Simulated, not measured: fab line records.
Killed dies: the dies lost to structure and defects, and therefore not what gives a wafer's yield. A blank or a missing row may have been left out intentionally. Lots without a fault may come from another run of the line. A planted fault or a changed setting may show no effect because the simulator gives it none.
Chamber matching	flow n5 finfet	rie diel-02 running N5_MOL_CONTACT_COAG_ETCHBACK_134: 4 sister chambers
The step etches SiO2 in CHF3, target depth 10 nm, time 6.7 s. 16 wafers are shown with their chamber, then 8 later ones without.

WAFERS PAIRED WITH THEIR CHAMBERS
wafer	chamber	showerhead plenum p Torr (Torr)	drypump motor current A (A)	rf vpp V (V)
L075.1	3	2.46	5.5	537
L075.4	1	2.38	6.1	524
L075.6	1	2.38	6.0	523
L080.1	1	2.38	6.1	523
L080.4	1	2.38	6.1	523
L080.5	2	2.47	5.9	525
L084.2	3	2.45	5.5	535
L084.3	1	2.37	6.1	523
L084.5	3	2.45	5.5	538
L086.3	1	2.37	6.0	523
L086.5	1	2.37	6.0	522
L086.6	2	2.47	5.9	523
L087.2	0	2.31	6.3	522
L087.3	1	2.37	6.0	523
L087.5	0	2.31	6.3	522
L089.3	3	2.45	5.5	536

SIGNATURES, as means of the wafers listed above
reading	chamber 0	chamber 1	chamber 2	chamber 3	scatter within a chamber
showerhead plenum p Torr	2.3100	2.3750	2.4700	2.4525	0.00479
drypump motor current A	6.300	6.050	5.900	5.500	0.0408
rf vpp V	522.00	523.00	524.00	536.50	0.866
Rule: a wafer lies at a distance from a chamber equal to the root of the sum of squares, over the readings, of (its reading less the chamber's mean, divided by the reading's scatter). If the next closest chamber is less than 2 further off than the closest, the wafer can't be placed; otherwise it belongs to the closest. How the scatter is found: for the shown wafers, subtract from each reading the mean of its chamber, square and add these, divide the total by (wafers less chambers), then take the root.

WAFERS MISSING THEIR CHAMBER
wafer	showerhead plenum p Torr (Torr)	drypump motor current A (A)	rf vpp V (V)
L089.5	2.37	6.0	523
L089.6	2.46	5.9	524
L094.1	2.36	6.1	523
L094.3	2.45	5.5	537
L094.4	2.36	6.0	524
L096.2	2.31	6.3	521
L096.4	2.44	5.5	537
L096.6	2.44	5.5	536

THE CHAMBER EACH PASSED THROUGH
wafer	from the rows above	in truth
L089.5	1	1
L089.6	2	2
L094.1	1	1
L094.3	3	3
L094.4	1	1
L096.2	0	0
L096.4	3	3
L096.6	3	3
Placed correctly: 8 of 8. Not placeable from these rows: 0. Wrongly placed: 0.
